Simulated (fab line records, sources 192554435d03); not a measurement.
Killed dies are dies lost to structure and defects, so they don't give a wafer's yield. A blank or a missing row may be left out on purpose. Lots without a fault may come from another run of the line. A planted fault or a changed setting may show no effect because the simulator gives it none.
A struck lot beside a sound one | flow n5_finfet | 38 steps out of a route of 1938
Sound: wafers L615.1, L615.3, L615.5. Struck: wafers L618.1, L618.2, L618.6. The cause comes at the end.
At each step with rows: each side's tool, then ch and its chambers, then its first start. Under that, the readings that differ: sound wafers | struck wafers | difference of the means | sigmas: that difference in standard deviations of wafers without a fault.
alike: readings whose means differ by less than 2 such deviations, and words and numbers that are the same on both sides. not compared: withheld readings, readings that some wafer has no value for, bounds like >300 that may hide the same value, and numbers for which the record gives no deviation and whose values overlap.
The two part at a step that has a row with sigmas, a row that says differs or no value, or rows on one side only. Numbers that don't overlap but have no deviation are shown without sigmas and don't part them. A reading that every wafer of one side lacks parts them only if that side has two wafers or more.

first, 9 steps without rows for these wafers: N5_BEOL_M0_CUTY_EBR_52; N5_BEOL_M0_CUTY_SOFTBAKE_53 (time 60 s); N5_BEOL_M0_CUTY_EXPOSE_54 (exposes mask M0 ABLK); N5_BEOL_M0_CUTY_PEB_55 (peb time 60 s); N5_BEOL_M0_CUTY_DEVELOP_56 (develop time 30 s); N5_BEOL_M0_CUTY_DESCUM_61 (chemistry O2, time 7.9 s); N5_BEOL_M0_CUTY_ETCH_62 (etches SiARC in CF4, time 58.5 s); N5_BEOL_M0_CUTY_ETCH_63 (etches SOC in N2/H2, target depth 82.7 nm, overetch 16.5 nm, time 124 s); N5_BEOL_M0_CUTY_STRIP_64 (strips in N2/H2).
N5_BEOL_M0_ETCH_138: etches SiCN in CH3F/O2, target depth 12 nm, time 31.6 s.
  sound on rie_diel-02 ch 1,2,3, day 8 12:34; struck on rie_diel-06 ch 0,1,3, day 8 20:07
  alike: drypump_motor_current_A, etch_rf_on_time_s, oes_product_au, rf_vpp_V, showerhead_plenum_p_Torr, throttle_valve_pct
  not compared: rf_hours_counter_h
then, 27 steps without rows for these wafers: N5_BEOL_M0_HM_OPEN_105 (chemistry Cl2/BCl3, target TiN, target depth 12 nm); N5_BEOL_M0_STRIP_140 (strips in CF4); N5_BEOL_M0_STRIP_104 (strips in N2/H2); N5_BEOL_M0_WET_ETCH_106 (etches SiO2 in DHF, target depth 130 nm, rinse time 30 s); N5_BEOL_M0_ETCH_128 (etches SiCN in CF4/N2, target depth 12 nm, overetch 5.1 nm, time 21.4 s); N5_BEOL_M0_TRENCH_ETCH_107 (etches SiOC in C4F6/O2, target depth 32.8 nm, time 16.4 s); N5_BEOL_M0_STRIP_142 (strips in N2/H2, time 10 s); N5_BEOL_M0_HM_STRIP_129 (strips TiN in peroxide tin strip, target depth 17 nm, time 108 s); N5_BEOL_M0_SRD_130 (time 30 s); N5_BEOL_M0_ETCH_109 (etches SiCN in CH3F/O2, target depth 8 nm, overetch 2.4 nm, time 27.4 s); N5_BEOL_M0_STRIP_139 (strips in post etch residue remover, time 60 s); N5_BEOL_M0_SRD_111 (time 30 s); N5_BEOL_M0_DEGAS_112 (time 60 s); N5_BEOL_M0_PRE_CLEAN_113 (time 30 s); N5_BEOL_M0_ALD_136 (deposits TaN, pulse time 2 s, purge time 3 s, co reactant purge time 2 s); N5_BEOL_M0_SURFACE_TREAT_137; N5_BEOL_M0_CVD_115 (deposits Co from CCTBA/H2, time 120 s); N5_BEOL_M0_SPUTTER_116 (material Cu, target thk 4 nm, time 7.37 s); N5_BEOL_M0_ANNEAL_117 (time 60 s); N5_BEOL_M0_SPUTTER_132 (material Cu, target thk 4 nm, time 7.37 s); N5_BEOL_M0_ANNEAL_133 (time 60 s); N5_BEOL_M0_SPUTTER_134 (material Cu, target thk 4 nm, time 7.37 s); N5_BEOL_M0_ANNEAL_135 (time 60 s); N5_BEOL_M0_SPUTTER_141 (material Cu, target thk 4 nm, time 7.37 s); N5_BEOL_M0_ECD_118 (material Cu, target thk 300 nm); N5_BEOL_M0_ANNEAL_119 (time 90 s); N5_BEOL_M0_CMP_120 (polishes, stops on SiOC, t overpolish 6.9 s).
-- the record jumps here: 7 days lie between the struck wafers' starts before and after (it left off in module BEOL_M0 and takes up again in module PASSIVATION, whose first step shown is number 1936 of the route) --
N5_PASSIVATION_PROBE_49:
  sound on prober-02, day 15 20:33; struck on prober-01, day 15 22:06
  reading                  | sound          | struck         | difference | sigmas
  defect_limited_yield (%) | 91.9 90.1 91.4 | 79.6 85.6 81.7 | -8.8       | -6
  killed_at_M0_to_M3       | 31 26 31       | 170 112 172    | +122       | +13
  killed_at_M4_up          | 14 18 21       | 7 6 8          | -11        | -2
  killed_dies              | 95 117 101     | 241 170 216    | +105       | +6
  killed_on_rim            | 13 12 7        | 17 23 28       | +12        | +3
  sort_bin_5_function (%)  | 5.0 5.5 5.6    | 12.0 8.1 11.0  | +5.0       | +5
  sort_n_pass              | 1085 1063 1079 | 939 1010 964   | -105       | -6
  sort_yield_pct (%)       | 91.9 90.1 91.4 | 79.6 85.6 81.7 | -8.8       | -6
  alike: killed_at_contacts, killed_at_front_end, killed_at_other, killed_open, killed_short, sort_bin_6_memory

WHERE THEY PART
Only at N5_PASSIVATION_PROBE_49, within this record.

WHY: what the simulator had put in
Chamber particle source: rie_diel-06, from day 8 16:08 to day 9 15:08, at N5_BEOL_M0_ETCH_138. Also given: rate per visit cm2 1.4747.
